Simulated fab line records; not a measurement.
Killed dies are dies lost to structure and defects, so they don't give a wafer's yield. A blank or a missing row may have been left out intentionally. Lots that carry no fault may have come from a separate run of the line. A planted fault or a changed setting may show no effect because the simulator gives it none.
Matching of chambers -- flow nand_harc -- 4 sister chambers for NHARC_P_GATE_STRIP_101 on rie_diel-06
The step strips in O2, time 20 s. 8 wafers are shown with their chamber, then 12 later ones without.

## WAFERS, EACH WITH ITS CHAMBER
wafer,chamber,showerhead_plenum_p_Torr (Torr),drypump_motor_current_A (A)
L082.5,2,3.50,6.5
L085.2,3,3.61,5.7
L086.2,2,3.49,6.6
L086.5,0,3.44,6.0
L086.6,1,3.50,5.7
L087.1,3,3.61,5.7
L087.2,0,3.44,6.0
L087.4,1,3.50,5.7

## WAFERS WITH NO CHAMBER GIVEN
wafer,showerhead_plenum_p_Torr (Torr),drypump_motor_current_A (A)
L088.3,3.50,5.7
L088.4,3.49,6.6
L088.5,3.44,6.0
L089.2,3.50,5.7
L089.4,3.50,5.7
L089.6,3.61,5.7
L093.1,3.49,6.6
L093.2,3.50,5.7
L093.4,3.61,5.7
L094.1,3.60,5.7
L094.3,3.44,6.0
L094.6,3.44,6.0

## WHICH CHAMBER EACH ONE RAN IN
wafer,from the rows above,in truth
L088.3,1,1
L088.4,2,2
L088.5,0,0
L089.2,1,1
L089.4,1,1
L089.6,3,3
L093.1,2,2
L093.2,1,1
L093.4,3,3
L094.1,3,3
L094.3,0,0
L094.6,0,0
Placed correctly: 12 of 12. Left unplaced by these rows: 0. 0 placed wrongly.
How it was worked out, from the rows above alone: a wafer's distance from a chamber is the root of the sum, over the readings, of the square of ((its reading less the chamber's mean) divided by the reading's scatter). The wafer belongs to the nearest chamber; if the next one is less than 2 further off, it can't be placed. Each chamber's mean is taken over the wafers shown for it. The scatter: the root of (the sum of the squares of (reading less its chamber's mean) over the shown wafers, divided by (wafers less chambers)).
